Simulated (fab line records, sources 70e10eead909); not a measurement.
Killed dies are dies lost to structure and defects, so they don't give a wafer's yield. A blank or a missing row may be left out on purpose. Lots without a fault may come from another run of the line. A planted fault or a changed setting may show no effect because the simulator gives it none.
Tool commonality check | flow nand_harc | 11 lots, 42 wafers sampled

WHY IT WAS OPENED
At NHARC_P_ZERO_WELL_INSPECT_43 the reading raw_defect_count is flagged on 3 of 11 lots. Wafers without a fault read 13, standard deviation 5.8.
Rule: a lot is flagged when every wafer of it that has a number lies more than 4 standard deviations from that mean, or none has a number. The other lots count as sound.

lot  | measured     | on                | raw_defect_count, wafer by wafer | flag
L353 | day 2 03:30  | defect_inspect-01 | 19 18 18                         |
L354 | day 2 13:37  | defect_inspect-02 | 7 11 9                           |
L355 | day 2 23:32  | defect_inspect-02 | 19 7 6                           |
L357 | day 3 19:33  | defect_inspect-02 | 7 7 14                           |
L359 | day 4 15:34  | defect_inspect-02 | 1031 1081 1082 1033 1080 1092    | FLAGGED
L360 | day 5 01:23  | defect_inspect-01 | 1077 1100 1113 1093 1091 1103    | FLAGGED
L361 | day 5 11:42  | defect_inspect-02 | 1035 1073 1071 1050 1071 1083    | FLAGGED
L362 | day 5 21:19  | defect_inspect-02 | 4 6 5                            |
L370 | day 9 05:38  | defect_inspect-02 | 14 11 24                         |
L373 | day 10 11:23 | defect_inspect-02 | 12 11 17                         |
L374 | day 10 21:20 | defect_inspect-02 | 7 8 8                            |
The numbers of the flagged lots are 1076 on average: +1062 against the usual, or +99 or more standard deviations.

WHICH TOOL RAN EACH LOT
The record holds 2 process steps before the reading, out of a route of 1302 steps. In each cell: the tool, then ch and the chambers that the sampled wafers went through, then the start.
lot  | flag    | NHARC_P_ZERO_WELL_ETCH_62                     | NHARC_P_ZERO_WELL_EXPOSE_21
L353 |         | rie_diel-10 ch 0,1, day 1 22:31 or earlier    | krf_scanner-04 ch 0, day 1 22:31
L354 |         | rie_diel-10 ch 0,1, day 2 08:19 or earlier    | krf_scanner-04 ch 0, day 2 08:19
L355 |         | rie_diel-10 ch 0,1,3, day 2 18:18 or earlier  | krf_scanner-01 ch 0, day 2 18:18
L357 |         | rie_diel-10 ch 0,2,3, day 3 14:17 or earlier  | krf_scanner-04 ch 0, day 3 14:17
L359 | FLAGGED | rie_diel-10 ch 1,3, day 4 10:26 or earlier    | krf_scanner-02, day 4 10:26
L360 | FLAGGED | rie_diel-01 ch 1,2, day 4 20:16 or earlier    | krf_scanner-02, day 4 20:16
L361 | FLAGGED | rie_diel-10 ch 1,2,3, day 5 06:26 or earlier  | krf_scanner-04, day 5 06:26
L362 |         | rie_diel-10 ch 0,1,3, day 5 16:18 or earlier  | krf_scanner-04 ch 0, day 5 16:18
L370 |         | rie_diel-10 ch 1,2,3, day 9 00:23 or earlier  | krf_scanner-04 ch 0, day 9 00:23
L373 |         | rie_diel-01 ch 0,1,2, day 10 06:19 or earlier | krf_scanner-04 ch 0, day 10 06:19
L374 |         | rie_diel-08 ch 0,3, day 10 16:11 or earlier   | krf_scanner-04 ch 0, day 10 16:11
What these steps do:
- NHARC_P_ZERO_WELL_ETCH_62: etches the open film in CHF3/Ar, target depth 13 nm, time 6.5 s.
- NHARC_P_ZERO_WELL_EXPOSE_21: exposes mask P NWELL, target cd 720 nm.
- NHARC_P_ZERO_WELL_INSPECT_43

FLAGGED OVER TOTAL, TOOL BY TOOL (the gauges that took the reading come last)
step                         | tool              | lots run | flagged | share of the flagged lots | sound lots run after its first flagged lot
NHARC_P_ZERO_WELL_ETCH_62    | rie_diel-01       | 2        | 1       | some                      | 1 (L373)
NHARC_P_ZERO_WELL_ETCH_62    | rie_diel-08       | 1        | 0       | none                      | -
NHARC_P_ZERO_WELL_ETCH_62    | rie_diel-10       | 8        | 2       | some                      | 2 (L362,L370)
NHARC_P_ZERO_WELL_EXPOSE_21  | krf_scanner-01    | 1        | 0       | none                      | -
NHARC_P_ZERO_WELL_EXPOSE_21  | krf_scanner-02    | 2        | 2       | some                      | 0
NHARC_P_ZERO_WELL_EXPOSE_21  | krf_scanner-04    | 8        | 1       | some                      | 4 (L362,L370,L373,L374)
NHARC_P_ZERO_WELL_INSPECT_43 | defect_inspect-01 | 2        | 1       | some                      | 0
NHARC_P_ZERO_WELL_INSPECT_43 | defect_inspect-02 | 9        | 2       | some                      | 4 (L362,L370,L373,L374)
NHARC_P_ZERO_WELL_ETCH_62 gives no start for some lots, so the hours and the order of its lots are those of NHARC_P_ZERO_WELL_EXPOSE_21.

WHAT THE TABLE ALLOWS
No row of the table ran every flagged lot.

WHAT THE SIMULATOR HAD PUT IN
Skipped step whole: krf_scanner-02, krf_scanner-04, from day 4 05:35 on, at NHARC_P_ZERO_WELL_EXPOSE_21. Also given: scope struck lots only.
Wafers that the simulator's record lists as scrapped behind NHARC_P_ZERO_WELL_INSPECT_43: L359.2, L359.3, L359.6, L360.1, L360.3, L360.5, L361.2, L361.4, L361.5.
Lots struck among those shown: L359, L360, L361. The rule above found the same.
